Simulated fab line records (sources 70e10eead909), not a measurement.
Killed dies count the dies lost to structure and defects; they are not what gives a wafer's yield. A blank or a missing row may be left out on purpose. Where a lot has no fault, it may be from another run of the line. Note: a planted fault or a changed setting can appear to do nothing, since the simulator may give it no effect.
fab line records	flow nand-harc
record: lots: 5	wafers: 15	last-day: 25
route steps=1159 shown P_CONTACT@233 P_M0@253 END@1159
lots untouched by any fault: they come from a run of this same line in which no faults occurred
start-h: hours from the record's opening day to when the first of the lot's shown wafers began	wait-h: how many hours have passed since the lot's step before this one	" unchanged from the row above	L1.1+2: a row that stands for several wafers	- no value present, or no start provided	* or withheld: withheld	< > ~ a bound
route shown NAME@n: a module of which the file shows steps, and the number in the route of the first	usual: the fault-free wafers' mean and standard deviation	same: alike in all rows	chamber/n: place in a boat	sites: each site's reading	_std_site: how widely they spread, as a standard deviation	_edge_site: inner sites' mean taken away from outer sites' mean	radius-mm: for every site, how far away it sits from the centre of the wafer	mask NAME#n: copy n	behind: tool/chamber where the wafer was last shaped	hold: reason for holding the lot/hours on hold/outcome of the hold	device: the n, p or np transistor that did not switch	end of line: the route-end tests of the same wafers	a step without rows: its recipe alone	killed: dies lost to structure and defects at the first sort, not the wafer's yield	map: per-die view of a wafer (x killed, . not killed, _ where there is no die)
set.NAME: setting as actually run; set.NAME@STEP: the setting as run at that earlier step	model.NAME: the simulator's own value behind a step, which no gauge read
certain route steps with their lots: each step a table, each wafer a row
services: a tool's chamber out of use, with start hour (start-h, from the record's first day; less than 0 if before it), hours out, and reason
== steps ==
step: NHARC_P_CONTACT_OVL_MEAS_13
usual: overlay-x-nm: -0.1/0.88	overlay-y-nm: 0.1/0.87
lot.wafer	tool	chamber	start-h	wait-h	overlay-x-nm	overlay-y-nm
L103.2	overlay-01	-	120.40	-	-1.7	1.3
L103.5	"	-	"	"	-0.9	0.9
L103.6	"	-	"	"	-1.5	1.3
L105.2	overlay-02	-	128.52	-	0.2	-0.7
L105.4	"	-	"	"	0.6	-0.4
L105.6	"	-	"	"	0.5	-0.1
L108.1	overlay-01	-	138.48	-	0.6	-1.2
L108.3	"	-	"	"	0.3	-1.4
L108.4	"	-	"	"	0.7	-1.2
L120.3	overlay-02	-	218.22	-	-0.3	-0.4
L120.4	"	-	"	"	0.1	0.0
L120.6	"	-	"	"	-0.1	-0.3
L123.1	overlay-01	-	238.56	-	-0.2	0.0
L123.3	"	-	"	"	-0.4	0.1
L123.5	"	-	"	"	-0.2	0.9
step: NHARC_P_CONTACT_INSPECT_14
usual: raw-defect-count: 3.9/2.3
lot.wafer	tool	chamber	start-h	wait-h	raw-defect-count
L103.2	defect-inspect-02	-	120.44	0.0	8
L103.5	"	-	"	"	5
L103.6	"	-	"	"	4
L105.2	defect-inspect-02	-	128.55	0.0	3
L105.4	"	-	"	"	2
L105.6	"	-	"	"	3
L108.1	defect-inspect-02	-	138.52	0.0	4
L108.3	"	-	"	"	5
L108.4	"	-	"	"	5
L120.3	defect-inspect-01	-	218.26	0.0	1
L120.4	"	-	"	"	2
L120.6	"	-	"	"	3
L123.1	defect-inspect-02	-	238.60	0.0	6
L123.3	"	-	"	"	7
L123.5	"	-	"	"	1
step: NHARC_P_CONTACT_DESCUM_17
recipe: time-s: 3	o2-flow-sccm: 200	ar-flow-sccm: 0	bias-power-w: 0	chemistry: O2
usual: drypump-motor-current-A: 5.7/0.42	o2-flow-sccm: 200.1/0.59	oes-product-au: 1.003/0.01	rf-vpp-V: 57.5/0.86	showerhead-plenum-p-Torr: 1.86/0.062	throttle-valve-pct: 11.311/0.0089
lot.wafer	tool	chamber	start-h	wait-h	drypump-motor-current-A	o2-flow-sccm	oes-product-au	rf-hours-counter-h	rf-vpp-V	showerhead-plenum-p-Torr	throttle-valve-pct
L103.2	rie-diel-01	0	120.51	0.1	6.6	200.1	1.002	48	59.0	1.81	11.311
L103.6	"	3	"	"	4.9	200.2	1.003	-	58.1	1.86	11.292
L103.5	"	0	"	"	6.6	199.9	0.994	-	58.0	1.81	11.291
L105.4	rie-diel-09	1	128.63	0.1	5.1	199.7	0.991	4	58.0	1.87	11.321
L105.2	"	2	"	"	5.1	199.4	0.998	4	56.8	1.82	11.306
L105.6	"	3	"	"	6.5	200.2	0.990	-	56.5	1.81	11.311
L108.1	rie-diel-09	0	138.58	0.1	5.7	198.9	1.002	5	56.7	1.85	11.312
L108.4	"	1	"	"	5.0	200.8	1.007	5	57.5	1.87	11.296
L108.3	"	2	"	"	5.1	198.9	0.993	5	57.8	1.82	11.310
L120.3	rie-diel-09	1	218.39	0.1	5.0	200.5	0.994	11	57.5	1.87	11.319
L120.4	"	3	"	"	6.5	198.8	0.994	12	58.2	1.81	11.313
L120.6	"	2	"	"	5.0	200.2	1.002	-	59.4	1.82	11.316
L123.1	rie-diel-03	2	238.67	0.1	5.6	199.2	1.000	1	56.9	1.93	11.303
L123.3	"	0	"	"	6.0	200.7	1.003	2	57.3	1.93	11.309
L123.5	"	1	"	"	5.6	200.3	1.018	-	55.9	1.78	11.320
step: NHARC_P_CONTACT_ETCH_35
recipe: target-depth-a: 390	over-etch-frac: 0.3	time-s: 65	ion-energy-ev: 80	cf4-flow-sccm: 150	ar-flow-sccm: 0	rf-w: 300	bias-w: 100	chemistry: CF4
usual: cf4-flow-sccm: 149.9/0.47	drypump-motor-current-A: 5.7/0.4	oes-product-au: 1.005/0.0093	rf-vpp-V: 150.7/1.1	showerhead-plenum-p-Torr: 1.72/0.054	throttle-valve-pct: 13.283/0.0093
lot.wafer	tool	chamber	start-h	wait-h	cf4-flow-sccm	drypump-motor-current-A	oes-product-au	rf-hours-counter-h	rf-vpp-V	showerhead-plenum-p-Torr	throttle-valve-pct
L103.2	rie-diel-01	3	120.60	0.1	150.5	4.9	1.020	49	149.9	1.73	13.297
L103.6	"	1	"	"	149.6	5.2	1.021	-	151.4	1.82	13.309
L103.5	"	2	"	"	150.4	5.7	1.018	-	152.0	1.72	13.294
L105.4	rie-diel-09	0	128.71	0.1	149.4	5.6	1.008	4	152.2	1.72	13.269
L105.2	"	1	"	"	149.7	5.1	1.004	4	150.9	1.73	13.284
L105.6	"	3	"	"	150.9	6.5	0.998	-	150.7	1.68	13.291
L108.1	rie-diel-09	1	138.67	0.1	149.5	5.0	1.006	5	151.4	1.73	13.254
L108.4	"	2	"	"	148.7	5.1	1.003	5	150.1	1.69	13.275
L108.3	"	0	"	"	150.3	5.7	1.008	5	150.1	1.72	13.281
L120.4	rie-diel-09	3	218.48	0.1	150.4	6.5	1.002	12	150.9	1.68	13.286
L120.3	"	0	"	"	150.1	5.7	1.000	11	149.5	1.71	13.294
L120.6	"	3	"	"	150.3	6.5	1.007	-	149.4	1.68	13.282
L123.1	rie-diel-03	2	238.76	0.1	150.5	5.6	1.005	1	151.6	1.78	13.287
L123.3	"	3	"	"	150.8	6.0	1.010	2	151.6	1.66	13.290
L123.5	"	1	"	"	149.1	5.7	1.033	-	150.5	1.66	13.278
step: NHARC_P_CONTACT_ETCH_36
recipe: target-depth-a: 2600	over-etch-frac: 0.25	time-s: 406.25	ion-energy-ev: 200	n2-flow-sccm: 150	h2-flow-sccm: 150	ar-flow-sccm: 0	rf-w: 400	bias-w: 150	chemistry: N2/H2
step: NHARC_P_CONTACT_ETCH_18
recipe: target-depth-a: 4810	time-s: 240.5	c4f8-flow-sccm: 20	o2-flow-sccm: 10	ar-flow-sccm: withheld	rf-w: 600	bias-w: 1500	chemistry: C4F8/O2/Ar
step: NHARC_P_CONTACT_STRIP_37
recipe: c4f8-flow-sccm: withheld	o2-flow-sccm: 8	ar-flow-sccm: withheld	bias-w: 0	chemistry: C4F8/O2/Ar
step: NHARC_P_CONTACT_ETCH_31
recipe: target-depth-a: 300	time-s: 85.7	ion-energy-ev: 120	over-etch-frac: 1	ch3f-flow-sccm: 50	o2-flow-sccm: 30	ar-flow-sccm: 200	rf-w: 500	bias-w: 100	chemistry: CH3F/O2
step: NHARC_P_CONTACT_CD_MEAS_19
usual: cd-nm: 89.1/2.1
lot.wafer	tool	chamber	start-h	wait-h	cd-nm
L103.2	cd-sem-01	-	121.40	-	90.6
L103.5	"	-	"	"	92.2
L103.6	"	-	"	"	92.2
L105.2	cd-sem-02	-	129.49	-	87.9
L105.4	"	-	"	"	88.5
L105.6	"	-	"	"	89.7
L108.1	cd-sem-02	-	139.67	-	89.2
L108.3	"	-	"	"	88.7
L108.4	"	-	"	"	86.4
L120.3	cd-sem-03	-	219.28	-	88.7
L120.4	"	-	"	"	88.0
L120.6	"	-	"	"	89.0
L123.1	cd-sem-01	-	239.57	-	87.4
L123.3	"	-	"	"	89.8
L123.5	"	-	"	"	92.9
step: NHARC_P_CONTACT_STRIP_28
recipe: o2-flow-sccm: 500	ar-flow-sccm: 0	bias-w: 0	chemistry: O2
step: NHARC_P_CONTACT_STRIP_29
recipe: time-s: 1200	temp-c: 72.5	chemistry: post-etch-residue-remover
step: NHARC_P_CONTACT_DEGAS_38
recipe: temp-c: 300	time-s: 60
step: NHARC_P_CONTACT_PRE_CLEAN_39
recipe: time-s: 19.5	bias-v: 250	gas: Ar
lot.wafer	tool	chamber	start-h	wait-h
L103.2+6+5	pvd-sputter-03	-	122.19	-
L105.4+2+6	pvd-sputter-01	-	130.28	-
L108.3+1+4	pvd-sputter-01	-	140.44	-
L120.3+4+6	pvd-sputter-01	-	220.10	-
L123.1+3+5	pvd-sputter-02	-	240.37	-
step: NHARC_P_CONTACT_PVD_32
recipe: target-thk-a: 50	chamber-pressure-pa: 5	power-w: 5000	substrate-temp-c: 200	time-s: 17.7	material: Ti
step: NHARC_P_CONTACT_ALD_22
recipe: target-thk-a: 30	pulse-time-s: 1	ald-cycles: 150	temp-c: 450	material: TiN
usual: heater-power-outer-w: 685/66	heater-power-w: 1061/110	precursor-pulse-height-rel: 0.998/0.02
lot.wafer	tool	chamber	start-h	wait-h	heater-power-outer-w	heater-power-w	precursor-pulse-height-rel
L103.2	ald-metal-01	2	122.36	-	764	1196	0.985
L103.5	"	2	"	"	762	1194	0.987
L103.6	"	3	"	"	782	1171	0.988
L105.4	ald-metal-02	3	130.48	-	574	901	0.996
L105.2	"	0	"	"	719	1157	0.999
L105.6	"	2	"	"	615	975	1.001
L108.3	ald-metal-03	1	140.65	-	594	994	0.975
L108.4	"	2	"	"	723	1048	0.984
L108.1	"	3	"	"	753	1139	1.000
L120.3	ald-metal-03	2	220.34	-	706	1045	1.035
L120.4	"	1	"	"	594	1005	1.038
L120.6	"	2	"	"	709	1073	1.031
L123.1	ald-metal-02	2	240.57	-	557	908	0.980
L123.3	"	3	"	"	571	929	1.011
L123.5	"	1	"	"	718	1189	0.977
step: NHARC_P_CONTACT_CVD_23
recipe: target-thk-a: 2000	temp-c: 300	pressure-torr: 40	wf6-flow-sccm: 40	h2-flow-sccm: 1600	ar-flow-sccm: 1560	time-s: 557	material: W
step: NHARC_P_CONTACT_CMP_24
recipe: t-overpolish-s: 30	target-thk-nm: 200
step: NHARC_P_CONTACT_SRD_26
step: NHARC_P_M0_DEP_00
recipe: target-thk-a: 1500	target-thk-nm: 150	temp-c: withheld	pressure-torr: 5	flow-sccm: 200	rf-w: 600	material: SiOC
step: NHARC_P_M0_DEHYDRATE_01
recipe: temp-c: 150	time-s: 120
step: NHARC_P_M0_HMDS_02
recipe: time-s: 30
step: NHARC_P_M0_COAT_33
recipe: temp-c: 200	time-s: 65
step: NHARC_P_M0_COAT_03
recipe: spin-rpm: 1500	resist-thk-nm: 90
step: NHARC_P_M0_SOFTBAKE_04
recipe: temp-c: 105	time-s: 55
step: NHARC_P_M0_EBR_05
step: NHARC_P_M0_EXPOSE_06
recipe: na: 1.35	target-cd-nm: 90	dose-mj: 81.28	mask-id: P_M0
step: NHARC_P_M0_PEB_07
recipe: peb-temp-c: 100	peb-time-s: 65
step: NHARC_P_M0_DEVELOP_08
recipe: develop-time-s: 35	dev-temp-c: 23
step: NHARC_P_M0_CD_MEAS_09
recipe: target-cd-nm: 90	landing-energy-ev: 500
usual: cd-nm: 89.4/0.77
lot.wafer	tool	chamber	start-h	wait-h	cd-nm
L103.2	cd-sem-02	0	131.75	-	90.0
L103.5	"	0	"	"	90.0
L103.6	"	0	"	"	89.6
L105.2	cd-sem-01	0	134.32	-	89.0
L105.4	"	0	"	"	89.6
L105.6	"	0	"	"	89.7
L108.1	cd-sem-01	0	142.65	-	90.3
L108.3	"	0	"	"	91.0
L108.4	"	0	"	"	90.5
L120.3	cd-sem-02	0	222.51	-	89.4
L120.4	"	0	"	"	89.3
L120.6	"	0	"	"	89.6
L123.1	cd-sem-03	0	243.75	-	89.8
L123.3	"	0	"	"	87.9
L123.5	"	0	"	"	89.5
step: NHARC_P_M0_OVL_MEAS_10
recipe: pitch-nm: 180
usual: overlay-x-nm: 0.2/0.71	overlay-y-nm: 0.2/0.87
lot.wafer	tool	chamber	start-h	wait-h	overlay-x-nm	overlay-y-nm
L103.2	overlay-02	-	131.84	-	0.5	-0.5
L103.5	"	-	"	"	0.3	-0.6
L103.6	"	-	"	"	0.1	-0.5
L105.2	overlay-02	-	134.40	-	1.7	-0.4
L105.4	"	-	"	"	1.0	-0.8
L105.6	"	-	"	"	1.1	-0.8
L108.1	overlay-02	-	142.74	-	0.1	1.0
L108.3	"	-	"	"	1.4	1.0
L108.4	"	-	"	"	1.3	0.7
L120.3	overlay-02	-	222.59	-	-0.2	-1.9
L120.4	"	-	"	"	0.4	-1.3
L120.6	"	-	"	"	-0.2	-1.5
L123.1	overlay-02	-	243.84	-	0.2	1.8
L123.3	"	-	"	"	0.0	1.2
L123.5	"	-	"	"	-0.1	2.0
step: NHARC_P_M0_DESCUM_14
recipe: time-s: 3	o2-flow-sccm: 200	ar-flow-sccm: 0	bias-power-w: 0	chemistry: O2
usual: drypump-motor-current-A: 5.8/0.47	o2-flow-sccm: 200.1/0.63	oes-product-au: 1.000/0.011	rf-vpp-V: 57.7/0.99	showerhead-plenum-p-Torr: 1.93/0.12	throttle-valve-pct: 11.311/0.0085
lot.wafer	tool	chamber	start-h	wait-h	drypump-motor-current-A	o2-flow-sccm	oes-product-au	rf-hours-counter-h	rf-vpp-V	showerhead-plenum-p-Torr	throttle-valve-pct
L103.2	rie-diel-06	2	131.94	0.1	6.0	200.2	0.996	5	59.3	2.05	11.316
L103.5	"	2	"	"	5.9	200.5	0.988	-	56.3	2.05	11.314
L103.6	"	3	"	"	6.5	200.5	0.993	-	59.4	2.05	11.301
L105.4	rie-diel-12	2	134.51	0.1	5.4	200.4	1.007	7	60.2	2.07	11.324
L105.2	"	3	"	"	6.0	200.9	0.988	5	57.8	1.79	11.309
L105.6	"	1	"	"	6.1	199.5	1.003	-	58.8	1.99	11.314
L108.3	rie-diel-10	2	142.84	0.1	4.9	200.8	1.009	11	57.9	1.78	11.307
L108.1	"	3	"	"	6.1	200.0	1.018	9	56.7	1.90	11.323
L108.4	"	0	"	"	5.3	200.1	1.008	10	57.7	1.79	11.306
L120.3	rie-diel-12	3	222.69	0.1	6.0	200.4	1.000	1	56.9	1.79	11.316
L120.4	"	0	"	"	6.4	199.3	0.988	1	59.6	2.06	11.320
L120.6	"	3	"	"	6.0	200.7	0.997	-	56.3	1.79	11.317
L123.1	rie-diel-10	0	243.94	0.1	5.3	200.3	0.989	3	56.3	1.79	11.312
L123.3	"	3	"	"	6.0	199.9	0.988	3	56.1	1.90	11.305
L123.5	"	1	"	"	5.4	200.9	0.997	-	59.5	1.96	11.310
step: NHARC_P_M0_ETCH_34
recipe: target-depth-a: 400	overetch-a: 120	time-s: 43.94	ion-energy-ev: 200	n2-flow-sccm: 150	h2-flow-sccm: 150	ar-flow-sccm: 0	rf-w: 400	bias-w: 150	chemistry: N2/H2
step: NHARC_P_M0_ETCH_15
recipe: target-depth-a: 1500	overetch-a: 150	time-s: 82.5	c4f8-flow-sccm: withheld	ar-flow-sccm: 400	rf-w: 600	bias-w: 300	chemistry: C4F8/Ar
step: NHARC_P_M0_CD_MEAS_16
usual: cd-nm: 89.4/1
lot.wafer	tool	chamber	start-h	wait-h	cd-nm
L103.2	cd-sem-01	-	132.24	-	90.0
L103.5	"	-	"	"	90.1
L103.6	"	-	"	"	90.1
L105.2	cd-sem-01	-	134.80	-	88.9
L105.4	"	-	"	"	89.9
L105.6	"	-	"	"	90.3
L108.1	cd-sem-02	-	143.14	-	90.5
L108.3	"	-	"	"	90.9
L108.4	"	-	"	"	89.7
L120.3	cd-sem-02	-	222.99	-	89.0
L120.4	"	-	"	"	88.6
L120.6	"	-	"	"	88.7
L123.1	cd-sem-03	-	244.24	-	88.3
L123.3	"	-	"	"	88.5
L123.5	"	-	"	"	88.9
step: NHARC_P_M0_STRIP_18
recipe: power-w: 1000	n2-flow-sccm: 150	h2-flow-sccm: 150	ar-flow-sccm: 0	bias-w: 0	chemistry: N2/H2
step: NHARC_P_M0_STRIP_19
recipe: time-s: 600	temp-c: 30	chemistry: post-etch-residue-remover
step: NHARC_P_M0_DEGAS_28
recipe: temp-c: 250	time-s: 60
step: NHARC_P_M0_PRE_CLEAN_29
recipe: time-s: 30	temp-c: 280	gas: H2/He
step: NHARC_P_M0_PVD_20
recipe: target-thk-a: 50	bias-v: 168.6	power-w: 15000	chamber-pressure-pa: 0.12	time-s: 8.06	substrate-temp-c: 50	material: TaN
usual: cathode-dc-power-W: 15000/2.7	throttle-valve-pct: 30.4/1.1
lot.wafer	tool	chamber	start-h	wait-h	cathode-dc-power-W	throttle-valve-pct
L103.2	pvd-sputter-03	-	-	-	15003	30.5
L103.6	"	-	"	"	15002	30.5
L103.5	"	-	"	"	14998	30.1
L105.2	pvd-sputter-02	-	-	-	14998	29.6
L105.4	"	-	"	"	14996	28.5
L105.6	"	-	"	"	14999	29.8
L108.4	pvd-sputter-03	-	-	-	14999	30.5
L108.3	"	-	"	"	14999	30.2
L108.1	"	-	"	"	14994	31.8
L120.4	pvd-sputter-01	-	-	-	14998	29.3
L120.3	"	-	"	"	14999	30.9
L120.6	"	-	"	"	15000	30.3
L123.3	pvd-sputter-01	-	-	-	14997	29.6
L123.1	"	-	"	"	14999	30.2
L123.5	"	-	"	"	15003	29.2
step: NHARC_END_SORT_01
recipe: temp-c: 25
usual: killed-at-array: 28/11	killed-at-other: 0.7/0.88	killed-at-periphery: 3.1/2.2	killed-dies: 31/12	killed-open: 3.3/2	killed-short: 2.0/1.6
same: gross-dies: 677
lot.wafer	tool	chamber	start-h	wait-h	killed-at-array	killed-at-other	killed-at-periphery	killed-dies	killed-open	killed-short
L108.1	prober-01	0	474.66	2.5	19	0	5	24	2	3
L108.3	prober-01	0	476.28	3.1	19	0	52	71	1	0
L108.4	prober-01	0	477.10	3.4	17	0	4	21	5	0
killed by level:class
L108.1 A_CHANNEL_HOLE_D1:chamber-film-flake=9 A_STAIRCASE:chamber-film-flake=3 A_CONTACT:chamber-film-flake=3 P_M1:geometric-particle:short=1 P_M2:geometric-particle:open=1 A_CHANNEL_FILL_D1:geometric-particle:open=1 A_CHANNEL_FILL_D1:geometric-particle:short=1 A_WL_FILL:geometric-particle:short=1
L108.3 P_CONTACT:unspecified=50 A_CHANNEL_HOLE_D1:chamber-film-flake=15 A_STAIRCASE:chamber-film-flake=3 P_M0:geometric-particle:open=1 P_GATE:chamber-film-flake=1 A_CONTACT:chamber-film-flake=1
L108.4 A_CHANNEL_HOLE_D1:chamber-film-flake=11 A_CONTACT:chamber-film-flake=2 P_M1:geometric-particle:open=1 P_M2:geometric-particle:open=1 A_SOURCE_PLATE:geometric-particle:open=1 A_ONON_D1:geometric-particle:open=1 A_SGD_CUT:geometric-particle:open=1 P_STI:chamber-film-flake=1
map L108.3 (x killed, . not)
____________.____________
_________......._________
_______..........._______
______.............______
_____..............._____
____xx...............____
____xx...............____
___xxxxx..............___
___xxx................___
__xxxx.................__
__xxxxx................__
_xxxxxx................._
_xxxxxxx........x......._
_xxxxx.................._
_xxxxxxx................_
_.xxxx.................._
...x.....................
.........................
........x................
...................x.....
.....x...................
_...x..................._
_......................._
_......................._
_......................._
_......................._
__.....................__
__.....x...............__
___.x.................___
___..x................___
____xxxx.............____
____xxx..............____
_____xx............._____
______x............______
_______x.........._______
_________.x....._________
____________.____________
map L120.4 (x killed, . not)
____________.____________
_________......._________
_______..........._______
______......x......______
_____..............._____
____.x...............____
____.................____
___.x.................___
___...................___
__.....................__
__................x....__
_......................._
_......................._
_......................._
_......................._
_......................x_
.........................
.........x...............
.........................
........................x
.......................xx
_......................._
_......................._
_.....................x._
_.....................x._
_......................._
__...................x.__
__.....................__
___...................___
___...................___
____.................____
____.................____
_____..x............_____
______.............______
_______..........._______
_________......._________
____________.____________
== services ==
tool	chamber	start-h	hours	kind
pvd-sputter-01	-	99.53	1.9	repair
pvd-sputter-03	-	102.04	10.0	pm
pvd-sputter-01	-	115.44	0.8	repair
rie-diel-01	2	115.69	2.7	repair
pvd-sputter-03	-	125.88	5.1	repair
rie-diel-12	0	135.18	6.0	repair
rie-diel-01	-	137.82	9.0	pm
ald-metal-03	-	144.00	10.0	pm
pvd-sputter-01	-	158.01	10.0	pm
rie-diel-12	2	159.62	7.0	repair
rie-diel-12	3	159.77	1.8	repair
rie-diel-12	2	167.22	2.7	repair
rie-diel-03	1	169.99	10.7	repair
rie-diel-10	-	176.50	9.0	pm
ald-metal-02	-	185.05	1.8	repair
rie-diel-03	1	190.83	2.9	repair
pvd-sputter-03	-	198.68	17.0	repair
rie-diel-12	-	202.40	9.0	pm
ald-metal-02	-	204.46	0.4	repair
rie-diel-09	0	204.65	5.0	repair
ald-metal-02	2	208.78	25.0	repair
pvd-sputter-02	-	214.00	10.0	pm
rie-diel-03	-	215.30	9.0	pm
rie-diel-01	-	228.51	2.2	repair
== key ==
first-sign: step: NHARC_END_SORT_01	reading: killed-at-periphery	direction: up	sigmas: 23	usual: 3.1	struck: 52
effect: step: NHARC_END_SORT_01	reading: killed-dies	direction: up	sigmas: 3.3	usual: 31	struck: 71
more-kills-born-at: NHARC_P_CONTACT_PRE_CLEAN_39@pvd-sputter-01: 50
met-at NHARC_P_CONTACT_PRE_CLEAN_39
struck-wafers L108.3
tester-left-out L108
onset-between 130.28 140.44
fault: kind: chamber-particle-source	tool: pvd-sputter-01	chamber: -	onset-h: 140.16	steps: NHARC_P_CONTACT_PRE_CLEAN_39	rate-per-visit-cm2: 0.38179	end-h: 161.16	scope: struck-wafers-only
tester-left-out: of these lots the tester's yield and bins aren't shown, on N5 and GAA mostly nor the transistor test; their killed dies are dies lost to structure and defects alone, not to doping, threshold or leakage, so they don't give the yield
